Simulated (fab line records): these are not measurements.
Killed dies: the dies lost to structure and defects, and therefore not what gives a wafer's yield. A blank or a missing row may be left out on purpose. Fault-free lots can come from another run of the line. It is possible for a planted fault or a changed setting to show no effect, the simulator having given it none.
Comparing a struck lot with a sound one | flow n5Finfet | 17 steps out of a route of 1938
Sound: wafers L576.1, L576.3, L576.6. Struck: wafer L583.3 (left out: L583.2, a lot-mate that was not struck); the cause follows at the end.
At each step with rows: each side's tool, then ch and its chambers, then its first start. Under that, the readings that differ: sound wafers | struck wafers | difference of the means | sigmas: that difference in standard deviations of wafers without a fault.
alike: same words and numbers on both sides, and readings whose means sit less than 2 such deviations apart. not compared: any withheld reading, any reading some wafer has no value for, any bound like >300 that may hide the same value, and any number with overlapping values for which the record gives no deviation.
The two part at a step that has a row with sigmas, a row that says differs or no value, or rows on one side only. Numbers that have no deviation but don't overlap get no sigmas and don't part them. A reading that every wafer of one side lacks parts them only if that side has two wafers or more.

N5_FIN_CUT_OVL_MEAS_09:
  sound on overlay-01 ch 0, day 3 20:53; struck on overlay-01 ch 0, day 5 15:36
  alike: FIN_CUT_OVL
N5_FIN_CUT_INSPECT_10: inspects for defects (brightfield).
  sound: defectInspect-01 at day 3 20:56; struck: defectInspect-01 at day 5 15:39
  alike: rawDefectCount
N5_FIN_CUT_DESCUM_13: chemistry O2, time 7 s.
  sound on rieDiel-02 ch 0,1,2, day 3 20:58; struck on rieDiel-03 ch 2, day 5 15:41
  alike: drypumpMotorCurrentA, oesProductAu, rfVppV, showerheadPlenumPTorr, throttleValvePct
  not compared: rfHoursCounterH
then, 1 step without rows for these wafers: N5_FIN_CUT_ETCH_30 (etches underlayer in N2/H2, target depth 13 nm, time 10.4 s).
N5_FIN_CUT_ETCH_20: etches SiARC in CF4, target depth 26 nm, time 43.3 s.
  sound on rieDiel-02 ch 0,1,2, day 3 21:02; struck on rieDiel-03 ch 2, day 5 15:44
reading    | sound             | struck | difference | sigmas
rfVppV (V) | 183.0 182.5 183.6 | 186.0  | +3.0       | +3
  alike: drypumpMotorCurrentA, etchRfOnTimeS, oesProductAu, showerheadPlenumPTorr, throttleValvePct
  not compared: rfHoursCounterH
then, 3 steps without rows for these wafers: N5_FIN_CUT_ETCH_21 (etches SOC in N2/H2, target depth 219 nm, overetch 43.8 nm, time 523.5 s); N5_FIN_CUT_STRIP_23 (strips in N2/H2); N5_FIN_CUT_STRIP_31 (strips in N2/H2).
N5_FIN_CUT_STRIP_24: strips in CF4.
  sound on rieDiel-02 ch 0,1,2, day 3 21:23; struck on rieDiel-03 ch 2, day 5 16:06
  alike: drypumpMotorCurrentA, oesProductAu, powerW, rfVppV, showerheadPlenumPTorr, throttleValvePct
  not compared: rfHoursCounterH
N5_FIN_CUT_CUT_ETCH_26: etches SiNx in CH3F/O2, target depth 39 nm, time 55.7 s.
  sound on rieDiel-02 ch 0,1,2, day 3 21:25; struck on rieDiel-03 ch 2, day 5 16:07
  alike: drypumpMotorCurrentA, oesProductAu, rfVppV, showerheadPlenumPTorr, throttleValvePct
  not compared: rfHoursCounterH
then, 2 steps without rows for these wafers: N5_FIN_CUT_CUT_ETCH_27 (etches SiO2 in CHF3/O2, target depth 4 nm, overetch 2 nm, time 4.9 s); N5_FIN_CUT_PRECLEAN_35 (cleans in vHF, time 13.3 s).
N5_FIN_CUT_CUT_ETCH_15: etches Si in HBr/Cl2/O2, target depth 100 nm, bt time 10 s, time 42.4 s.
  sound on rieSi-03 ch 1,2, day 3 21:36; struck on rieSi-06 ch 3, day 5 16:19
reading                                 | sound             | struck | difference | sigmas
oesProductAu (a.u.)                     | 0.996 0.993 0.999 | 0.965  | -0.031     | -2
model.FIN_CUT.featureDepthNm (nm)       | 98.2 100 99.6     | 82.4   | -16.9      | 
model.etch.depthNm (nm)                 | 98.23 100 99.68   | 82.47  | -16.83     | 
model.SOC_of_FIN_CUT_COAT_18.thkNm (nm) | 171.2 169.8 170   | 177.2  | +6.9       | 
  alike: drypumpMotorCurrentA, throttleValvePct
  not compared: rfHoursCounterH
N5_FIN_CUT_CUT_ETCH_28: etches Si in HBr/Cl2/O2, target depth 6 nm, time 2.4 s.
  sound on rieSi-03 ch 1,2, day 3 21:40; struck on rieSi-06 ch 3, day 5 16:22
reading                                 | sound           | struck | difference | sigmas
model.SOC_of_FIN_CUT_COAT_18.thkNm (nm) | 169.6 168 168.2 | 175.6  | +7.0       | 
  alike: drypumpMotorCurrentA, oesProductAu, throttleValvePct
  not compared: rfHoursCounterH
N5_FIN_CUT_STRIP_22: strips in N2/H2.
  sound on rieDiel-01 ch 0,1,3, day 3 21:43; struck on rieDiel-01 ch 1, day 5 16:26
  alike: drypumpMotorCurrentA, h2FlowSccm, oesProductAu, powerW, rfVppV, showerheadPlenumPTorr, throttleValvePct
  not compared: rfHoursCounterH
-- the record jumps here: 7 days lie between the struck wafers' starts before and after (it left off in module FIN_CUT and takes up again in module BEOL_M4, whose first step shown is number 1111 of the route) --
N5_BEOL_M4_RC_MEAS_101:
  sound on prober-01 ch 0, day 9 18:31; struck on prober-01 ch 0, day 12 05:05
reading   | sound          | struck | difference | sigmas
VT_P (mV) | -253 -252 -250 | -243   | +9         | +3
  alike: DIBL_N, DIBL_P, IOFF_N, IOFF_P, ION_N, ION_P, SS_N, SS_P, VT_N
then, 1 step without rows for these wafers: N5_PASSIVATION_PROBE_49.

WHERE THEY PART
Last at N5_BEOL_M4_RC_MEAS_101 as far as this record goes, first at N5_FIN_CUT_ETCH_20.

WHY: the cause the simulator had injected
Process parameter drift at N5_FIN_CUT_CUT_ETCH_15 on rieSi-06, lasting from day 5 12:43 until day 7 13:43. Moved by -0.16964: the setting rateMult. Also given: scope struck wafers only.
